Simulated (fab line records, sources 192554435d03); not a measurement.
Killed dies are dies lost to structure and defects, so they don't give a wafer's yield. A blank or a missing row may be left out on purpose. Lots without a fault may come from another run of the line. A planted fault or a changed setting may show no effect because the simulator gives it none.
Which tool did it? | flow n5_finfet | 14 lots, 41 wafers sampled, at 4 steps of a route of 1938

WHAT THE GAUGES READ, wafer by wafer
N5_BEOL_M2_INSPECT_59: inspects for defects (darkfield).
lot  | measured     | on                | raw_defect_count
L193 | day 6 21:06  | defect_inspect-01 | 41 54 50
L194 | day 7 17:20  | defect_inspect-01 | 41 64 47
L196 | day 8 05:59  | defect_inspect-02 | 73 94 43
L197 | day 8 08:42  | defect_inspect-02 | 85 119 94
L198 | day 8 16:47  | defect_inspect-01 | 57 89 82
L209 | day 10 23:13 | defect_inspect-02 | 49 58 65
L208 | day 11 01:31 | defect_inspect-02 | 40 68 83
L207 | day 11 04:23 | defect_inspect-02 | 68 72 55
L210 | day 11 13:15 | defect_inspect-02 | 79 77 52
L211 | day 11 17:02 | defect_inspect-02 | 60 64 63
L215 | day 12 16:13 | defect_inspect-01 | 78 67 79
L213 | day 12 16:28 | defect_inspect-01 | 69 46 95
L214 | day 12 19:06 | defect_inspect-02 | 69 110 94
L216 | day 13 00:43 | defect_inspect-02 | 54 62

N5_BEOL_M3_OVL_MEAS_12.
lot  | measured     | on         | M3_OVL (nm)
L193 | day 6 22:50  | overlay-02 | -0.3 -0.5 0.2
L194 | day 7 18:56  | overlay-02 | -0.4 -0.7 -0.3
L196 | day 8 08:08  | overlay-02 | 0.5 -1.2 -0.5
L197 | day 8 11:27  | overlay-02 | - - -
L198 | day 8 18:17  | overlay-01 | - - -
L209 | day 11 01:01 | overlay-01 | -0.8 0.1 0.0
L208 | day 11 04:04 | overlay-02 | -0.2 -0.6 0.1
L207 | day 11 05:14 | overlay-01 | -1.0 -0.9 -0.3
L210 | day 11 14:15 | overlay-02 | -0.5 0.0 0.0
L211 | day 11 18:14 | overlay-01 | -0.8 0.0 -2.0
L215 | day 12 18:09 | overlay-01 | -1.0 -0.9 -0.2
L213 | day 12 18:11 | overlay-02 | -0.9 0.1 -0.6
L214 | day 12 21:42 | overlay-02 | 0.0 -1.2 -1.0
L216 | day 13 06:32 | overlay-02 | 0.0 0.2

WHICH TOOL RAN EACH LOT (tool, then ch and the chambers of the sampled wafers, then the start)
lot  | N5_BEOL_M2_CO_CAP_55             | N5_BEOL_M3_DEVELOP_10
L193 | cvd_co-02 ch 0,1, day 6 20:52    | litho_track-01 ch 0, day 6 22:44
L194 | cvd_co-01 ch 0,1,2, day 7 17:05  | litho_track-03 ch 0, day 7 18:51
L196 | cvd_co-01 ch 0,1,2, day 8 05:47  | litho_track-02 ch 0, day 8 08:02
L197 | cvd_co-01 ch 0,1,2, day 8 08:29  | litho_track-03, day 8 11:22
L198 | cvd_co-01 ch 1,2, day 8 16:34    | litho_track-02, day 8 18:13
L209 | cvd_co-02 ch 1,2, day 10 23:01   | litho_track-02 ch 0, day 11 00:56
L208 | cvd_co-01 ch 0,1,2, day 11 01:19 | litho_track-03 ch 0, day 11 03:58
L207 | cvd_co-02 ch 1,2, day 11 04:10   | litho_track-01 ch 0, day 11 05:09
L210 | cvd_co-02 ch 1,2, day 11 13:02   | litho_track-03 ch 0, day 11 14:10
L211 | cvd_co-01 ch 0,1,2, day 11 16:49 | litho_track-01 ch 0, day 11 18:08
L215 | cvd_co-02 ch 0,1, day 12 15:59   | litho_track-01 ch 0, day 12 18:03
L213 | cvd_co-02 ch 0,2, day 12 16:14   | litho_track-03 ch 0, day 12 18:05
L214 | cvd_co-02 ch 0,1, day 12 18:53   | litho_track-03 ch 0, day 12 21:36
L216 | cvd_co-01 ch 1,2, day 13 00:30   | litho_track-02 ch 0, day 13 06:26
- N5_BEOL_M2_CO_CAP_55: material Co, precursor CCTBA/H2, target thk 2 nm, time 102.1 s.
- N5_BEOL_M3_DEVELOP_10: develop time 30 s.

WHAT THE TOOLS THEMSELVES READ (means of the sampled wafers that have a number; where no wafer has one, the mark that the record gives instead)
N5_BEOL_M2_CO_CAP_55.
lot  | tool      | heater_power_w (W)
L193 | cvd_co-02 | 222
L194 | cvd_co-01 | 258
L196 | cvd_co-01 | 257
L197 | cvd_co-01 | 259
L198 | cvd_co-01 | 252
L209 | cvd_co-02 | 227
L208 | cvd_co-01 | 254
L207 | cvd_co-02 | 224
L210 | cvd_co-02 | 227
L211 | cvd_co-01 | 256
L215 | cvd_co-02 | 222
L213 | cvd_co-02 | 225
L214 | cvd_co-02 | 223
L216 | cvd_co-01 | 238

N5_BEOL_M3_DEVELOP_10.
lot  | tool           | chill_plate_temp_C (C)
L193 | litho_track-01 | 23.04
L194 | litho_track-03 | 22.84
L196 | litho_track-02 | 23.14
L197 | litho_track-03 | -
L198 | litho_track-02 | -
L209 | litho_track-02 | 23.04
L208 | litho_track-03 | 23.09
L207 | litho_track-01 | 22.94
L210 | litho_track-03 | 22.88
L211 | litho_track-01 | 22.90
L215 | litho_track-01 | 23.04
L213 | litho_track-03 | 23.08
L214 | litho_track-03 | 23.04
L216 | litho_track-02 | 23.06

THE ANSWER, worked out from the rows above alone
Rule: what is usual is taken from the lots themselves. Put in order of their means at a reading, lots are off if they are a third of the lots or fewer, leave a main group of 4 or more, and stand apart from it by a gap of 3 or more times the standard deviation of the main group's means; of several such gaps the widest counts. A main group whose means are all the same, to the digits that the tables above print for the reading, isn't used. A lot without any number at a reading at which 4 lots or more have one is off too. The other lots that the step has rows for count as sound. The gauges are gone through in route order, then the tools' own readings, and for those a lot's mean is taken as printed above. The first step at which some lot is off is used, and at that step the reading that is off furthest; a lot without a number counts as furthest.
Off: L197, L198, at N5_BEOL_M3_OVL_MEAS_12 (M3_OVL). Without a number there: L197, L198. The main group: mean -0.4 nm, standard deviation 0.29.
A tool fits if, at a process step before that reading, it ran every lot that is off, and no sound lot after the first of them. The gauges at N5_BEOL_M3_OVL_MEAS_12 aren't tried: what is off there is off at N5_BEOL_M3_DEVELOP_10 too, on other tools, and a gauge's error can't cause that. None of those tried fits.

WHAT THE SIMULATOR HAD PUT IN
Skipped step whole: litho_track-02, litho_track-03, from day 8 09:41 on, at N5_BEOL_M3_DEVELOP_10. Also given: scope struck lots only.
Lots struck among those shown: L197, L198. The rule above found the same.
